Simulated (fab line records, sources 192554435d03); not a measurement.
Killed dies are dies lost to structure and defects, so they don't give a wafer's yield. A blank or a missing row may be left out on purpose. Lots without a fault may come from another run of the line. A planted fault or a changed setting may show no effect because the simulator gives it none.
Which tool did it? | flow n5_finfet | 10 lots, 30 wafers sampled, at 5 steps of a route of 1938

WHAT THE GAUGES READ, wafer by wafer
N5_BEOL_M4_RC_MEAS_101. Usual: DIBL_N 36.3 mV/V, standard deviation 1.7; DIBL_P 36.5 mV/V, standard deviation 1.8; IOFF_N 0.16 nA/um, standard deviation 0.033; IOFF_P 0.21 nA/um, standard deviation 0.037; ION_N 675 uA/um, standard deviation 11; ION_P 462 uA/um, standard deviation 7.9; SS_N 71.6 mV/dec, standard deviation 0.64; SS_P 73.3 mV/dec, standard deviation 0.68; VT_N 249 mV, standard deviation 3.3; VT_P -250 mV, standard deviation 3.3.
lot  | measured     | on        | DIBL_N (mV/V)  | DIBL_P (mV/V)  | IOFF_N (nA/um) | IOFF_P (nA/um) | ION_N (uA/um) | ION_P (uA/um) | SS_N (mV/dec)  | SS_P (mV/dec)  | VT_N (mV)   | VT_P (mV)      | flag
L581 | day 8 14:43  | prober-01 | 36.4 38.2 37.6 | 35.8 38.6 37.2 | 0.15 0.19 0.16 | 0.22 0.26 0.24 | 672 682 671   | 463 470 466   | 72.0 71.9 72.3 | 72.9 74.6 74.0 | 249 245 250 | -248 -246 -245 |
L584 | day 9 06:10  | prober-02 | 33.1 34.9 33.9 | 32.8 33.6 33.6 | 0.11 0.12 0.11 | 0.17 0.18 0.18 | 665 656 668   | 462 455 461   | 70.6 70.5 70.7 | 72.3 71.4 71.8 | 255 253 255 | -253 -250 -251 |
L583 | day 9 10:17  | prober-01 | 37.3 36.6 37.0 | 38.4 36.7 37.8 | 0.18 0.17 0.17 | 0.24 0.22 0.24 | 680 688 676   | 466 459 465   | 72.3 71.7 72.3 | 72.8 72.8 73.0 | 247 250 249 | -251 -253 -248 |
L590 | day 11 10:59 | prober-02 | 38.8 36.4 38.9 | 39.3 34.7 38.0 | 0.21 0.15 0.21 | 0.25 0.17 0.22 | 672 665 676   | 458 448 453   | 71.6 71.3 72.8 | 74.9 72.5 74.5 | 245 253 248 | -249 -253 -250 |
L591 | day 11 13:41 | prober-01 | 35.8 39.6 36.3 | 36.1 39.5 36.7 | 0.17 0.23 0.17 | 0.27 0.32 0.27 | 673 683 690   | 471 470 478   | 71.4 71.9 71.5 | 73.0 73.3 72.8 | 247 245 247 | -244 -241 -243 |
L595 | day 12 06:17 | prober-02 | 37.0 38.2 37.9 | 38.3 39.1 38.9 | 0.22 0.23 0.24 | 0.22 0.23 0.23 | 705 686 683   | 462 456 458   | 72.0 72.5 72.2 | 73.2 73.7 73.6 | 243 244 240 | -251 -248 -250 |
L596 | day 12 03:55 | prober-01 | 37.3 36.3 37.3 | 36.6 35.8 36.4 | 0.16 0.15 0.17 | 0.23 0.22 0.23 | 678 662 667   | 472 460 464   | 71.4 71.4 71.9 | 72.5 73.4 73.5 | 254 253 249 | -245 -248 -247 |
L597 | day 13 00:05 | prober-02 | 33.4 35.3 34.3 | 33.1 34.8 33.9 | 0.13 0.16 0.14 | 0.17 0.19 0.18 | 682 677 672   | 465 462 459   | 71.4 71.3 71.9 | 72.7 73.6 73.2 | 251 247 250 | -254 -251 -252 |
L598 | day 13 03:38 | prober-02 | 40.0 38.2 37.6 | 40.9 38.7 37.9 | 0.28 0.23 0.21 | 0.27 0.24 0.22 | 717 695 687   | 475 461 459   | 72.9 73.1 71.7 | 74.6 74.5 73.4 | 241 242 245 | -250 -249 -251 |
L599 | day 13 10:11 | prober-02 | 36.2 37.3 37.5 | 35.1 36.3 37.0 | 0.14 0.16 0.16 | 0.17 0.18 0.20 | 662 677 673   | 447 458 458   | 71.2 72.1 71.5 | 73.8 73.9 74.2 | 253 249 247 | -251 -254 -253 |

WHICH TOOL RAN EACH LOT (tool, then ch and the chambers of the sampled wafers, then the start)
lot  | N5_BEOL_M1_DEGAS_44          | N5_BEOL_M1_PRE_CLEAN_45      | N5_BEOL_M1_SPUTTER_94        | N5_BEOL_M1_ANNEAL_95
L581 | pvd_sputter-03, day 6 22:43  | pvd_sputter-03, day 6 22:45  | pvd_sputter-02, day 7 00:50  | pvd_sputter-02, day 7 00:55
L584 | pvd_sputter-01, day 7 20:24  | pvd_sputter-01, day 7 20:26  | pvd_sputter-02, day 7 22:38  | pvd_sputter-02, day 7 22:43
L583 | pvd_sputter-03, day 7 23:47  | pvd_sputter-03, day 7 23:50  | pvd_sputter-02, day 8 02:14  | pvd_sputter-02, day 8 02:19
L590 | pvd_sputter-02, day 9 20:43  | pvd_sputter-02, day 9 20:45  | pvd_sputter-03, day 10 00:46 | pvd_sputter-03, day 10 00:51
L591 | pvd_sputter-03, day 10 01:41 | pvd_sputter-03, day 10 01:44 | pvd_sputter-03, day 10 03:49 | pvd_sputter-03, day 10 03:53
L595 | pvd_sputter-01, day 10 19:03 | pvd_sputter-01, day 10 19:05 | pvd_sputter-03, day 10 21:08 | pvd_sputter-03, day 10 21:13
L596 | pvd_sputter-02, day 10 23:48 | pvd_sputter-02, day 10 23:50 | pvd_sputter-02, day 11 02:04 | pvd_sputter-02, day 11 02:08
L597 | pvd_sputter-02, day 11 06:49 | pvd_sputter-02, day 11 06:52 | pvd_sputter-02, day 11 09:08 | pvd_sputter-02, day 11 09:13
L598 | pvd_sputter-03, day 11 10:00 | pvd_sputter-03, day 11 10:02 | pvd_sputter-02, day 11 12:07 | pvd_sputter-02, day 11 12:12
L599 | pvd_sputter-02, day 11 20:22 | pvd_sputter-02, day 11 20:25 | pvd_sputter-02, day 12 00:16 | pvd_sputter-02, day 12 00:21
- N5_BEOL_M1_DEGAS_44: time 60 s.
- N5_BEOL_M1_PRE_CLEAN_45: time 30 s.
- N5_BEOL_M1_SPUTTER_94: material Cu, target thk 4.5 nm, time 8.29 s.
- N5_BEOL_M1_ANNEAL_95: time 240 s.

WHAT THE TOOLS THEMSELVES READ (means of the sampled wafers that have a number; where no wafer has one, the mark that the record gives instead)
N5_BEOL_M1_DEGAS_44. Usual: heater_power_w 356 W, standard deviation 49.
lot  | tool           | heater_power_w (W) | flag
L581 | pvd_sputter-03 | 359                |
L584 | pvd_sputter-01 | 332                |
L583 | pvd_sputter-03 | 346                |
L590 | pvd_sputter-02 | 349                |
L591 | pvd_sputter-03 | 357                |
L595 | pvd_sputter-01 | 343                |
L596 | pvd_sputter-02 | 353                |
L597 | pvd_sputter-02 | 377                |
L598 | pvd_sputter-03 | 322                |
L599 | pvd_sputter-02 | 352                |

N5_BEOL_M1_PRE_CLEAN_45. Usual: heater_power_w 356 W, standard deviation 49.
lot  | tool           | heater_power_w (W) | flag
L581 | pvd_sputter-03 | 357                |
L584 | pvd_sputter-01 | 328                |
L583 | pvd_sputter-03 | 346                |
L590 | pvd_sputter-02 | 348                |
L591 | pvd_sputter-03 | 363                |
L595 | pvd_sputter-01 | 342                |
L596 | pvd_sputter-02 | 348                |
L597 | pvd_sputter-02 | 382                |
L598 | pvd_sputter-03 | 325                |
L599 | pvd_sputter-02 | 350                |

N5_BEOL_M1_SPUTTER_94. Usual: chuck_gas_flow_sccm 1.26 sccm, standard deviation 0.05; substrate_temp_c -19.99 C, standard deviation 0.1; throttle_valve_pct 30.5 %, standard deviation 0.85.
lot  | tool           | chuck_gas_flow_sccm (sccm) | substrate_temp_c (C) | throttle_valve_pct (%) | flag
L581 | pvd_sputter-02 | 1.27                       | -19.95               | 30.6                   |
L584 | pvd_sputter-02 | 1.25                       | -19.87               | 30.8                   |
L583 | pvd_sputter-02 | 1.26                       | -20.04               | 30.3                   |
L590 | pvd_sputter-03 | 1.28                       | -20.07               | 29.6                   |
L591 | pvd_sputter-03 | 1.24                       | -20.00               | 29.6                   |
L595 | pvd_sputter-03 | 1.29                       | -19.90               | 30.3                   |
L596 | pvd_sputter-02 | 1.22                       | -19.91               | 30.0                   |
L597 | pvd_sputter-02 | 1.24                       | -19.99               | 30.3                   |
L598 | pvd_sputter-02 | 1.26                       | -19.96               | 31.2                   |
L599 | pvd_sputter-02 | 1.22                       | -20.08               | 30.3                   |

N5_BEOL_M1_ANNEAL_95. Usual: heater_power_w 882 W, standard deviation 120; susceptor_temp_C 400.01 C, standard deviation 0.23.
lot  | tool           | heater_power_w (W) | susceptor_temp_C (C) | flag
L581 | pvd_sputter-02 | 945                | 399.86               |
L584 | pvd_sputter-02 | -                  | -                    | OFF
L583 | pvd_sputter-02 | -                  | -                    | OFF
L590 | pvd_sputter-03 | 846                | 399.88               |
L591 | pvd_sputter-03 | 894                | 400.12               |
L595 | pvd_sputter-03 | 818                | 400.09               |
L596 | pvd_sputter-02 | 947                | 400.00               |
L597 | pvd_sputter-02 | 884                | 399.99               |
L598 | pvd_sputter-02 | 886                | 399.82               |
L599 | pvd_sputter-02 | 970                | 400.24               |

THE ANSWER, worked out from the rows above alone
Rule: a lot is off if the mean of its wafers that have a number lies more than 3 standard deviations from the usual mean. A lot without any number at a reading at which 4 lots or more have one is off too. The other lots that the step has rows for count as sound. The gauges are gone through in route order, then the tools' own readings, and for those a lot's mean is taken as printed above. The first step at which some lot is off is used, and at that step the reading that is off furthest; a lot without a number counts as furthest.
Off: L584, L583, at N5_BEOL_M1_ANNEAL_95 (heater_power_w). Without a number there: L584, L583.
A tool fits if, at that step or a process step before it, it ran every lot that is off, and no sound lot after the first of them. None of those tried fits.

WHAT THE SIMULATOR HAD PUT IN
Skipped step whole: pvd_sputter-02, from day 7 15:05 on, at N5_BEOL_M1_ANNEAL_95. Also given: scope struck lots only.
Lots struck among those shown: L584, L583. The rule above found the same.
